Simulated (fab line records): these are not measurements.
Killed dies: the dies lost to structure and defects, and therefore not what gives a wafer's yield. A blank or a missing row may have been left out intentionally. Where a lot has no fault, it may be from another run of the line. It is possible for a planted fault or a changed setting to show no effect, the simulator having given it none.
A lot that was struck, set against a sound lot | flow nand-harc | 17 steps out of a route of 1159
Sound: these wafers, L828.3, L828.4, L828.6. Wafers L841.2, L841.4, L841.5 were the ones struck. The cause comes at the end.
For every step that has rows: the tool of each side, followed by ch and its chambers, followed by its first start. Under that, the readings that differ: sound wafers | struck wafers | difference of the means | sigmas: that difference in standard deviations of wafers without a fault.
alike: readings whose means differ by less than 2 such deviations, and words and numbers that are the same on both sides. not compared: withheld readings, readings that some wafer has no value for, bounds like >300 that may hide the same value, and numbers for which the record gives no deviation and whose values overlap.
A row with sigmas, a row that says differs or no value, or rows on one side alone: a step with any of these is where the two part. Non-overlapping numbers with no deviation appear without sigmas and do not part them. Lack of a reading on every wafer of one side parts them only where that side has two or more wafers.

NHARC_A_STAIRCASE_CMP_472: polishes SiO2.
  sound on cmp-01 ch 1,2, day 14 13:26; struck on cmp-01 ch 0,2,3, day 18 01:00
  alike: motor-current-A
next, for these wafers, 1 step has no rows: NHARC_A_STAIRCASE_SRD_474.
NHARC_A_STAIRCASE_INSPECT_155:
  sound on defect-inspect-02, day 14 13:48; struck on defect-inspect-01, day 18 01:19
  alike: raw-defect-count
NHARC_A_SGD_CUT_DEP_00: deposits SiNx, target thk 50 nm.
  sound on pecvd-03 ch 0,1,2, day 14 14:02; struck on pecvd-01 ch 0,2, day 18 01:23
  alike: heater-power-w
  not compared: since-wet-clean-h
then, 7 steps without rows for these wafers: NHARC_A_SGD_CUT_DEHYDRATE_01 (time 120 s); NHARC_A_SGD_CUT_HMDS_02 (time 30 s); NHARC_A_SGD_CUT_COAT_56 (time 75 s); NHARC_A_SGD_CUT_COAT_57 (time 65 s); NHARC_A_SGD_CUT_COAT_03 (resist thk 90 nm); NHARC_A_SGD_CUT_SOFTBAKE_04 (time 55 s); NHARC_A_SGD_CUT_EBR_05.
NHARC_A_SGD_CUT_EXPOSE_06: exposes mask SGD.
  sound on arfi-scanner-03 ch 0, day 14 14:34; struck on arfi-scanner-03 ch 0, day 18 01:58
  reading                           | sound                | struck            | difference | sigmas
  model.A_SGD_CUT.overlay-x-nm (nm) | 0.6061 0.6061 0.6061 | 4.502 4.502 4.502 | +3.896     |
  alike: mask, reticle-temp-C
then, 2 steps without rows for these wafers: NHARC_A_SGD_CUT_PEB_07 (peb time 65 s); NHARC_A_SGD_CUT_DEVELOP_08 (develop time 35 s).
NHARC_A_SGD_CUT_CD_MEAS_09: target cd 100 nm.
  sound on cd-sem-02 ch 0, day 14 14:43; struck on cd-sem-03 ch 0, day 18 02:07
  alike: cd-nm
NHARC_A_SGD_CUT_OVL_MEAS_10:
  sound on overlay-02, day 14 14:47; struck on overlay-01, day 18 02:11
  reading           | sound       | struck      | difference | sigmas
  overlay-x-nm (nm) | 0.9 0.7 0.7 | 4.3 4.2 3.9 | +3.4       | +4
  alike: overlay-y-nm
NHARC_A_SGD_CUT_INSPECT_11:
  sound on defect-inspect-02, day 14 14:50; struck on defect-inspect-01, day 18 02:14
  reading          | sound  | struck   | difference | sigmas
  raw-defect-count | 11 4 5 | 22 16 39 | +19        | +2

WHERE THEY PART
First at NHARC_A_SGD_CUT_OVL_MEAS_10; last, within this record, at NHARC_A_SGD_CUT_INSPECT_11.

WHY: the cause the simulator had injected
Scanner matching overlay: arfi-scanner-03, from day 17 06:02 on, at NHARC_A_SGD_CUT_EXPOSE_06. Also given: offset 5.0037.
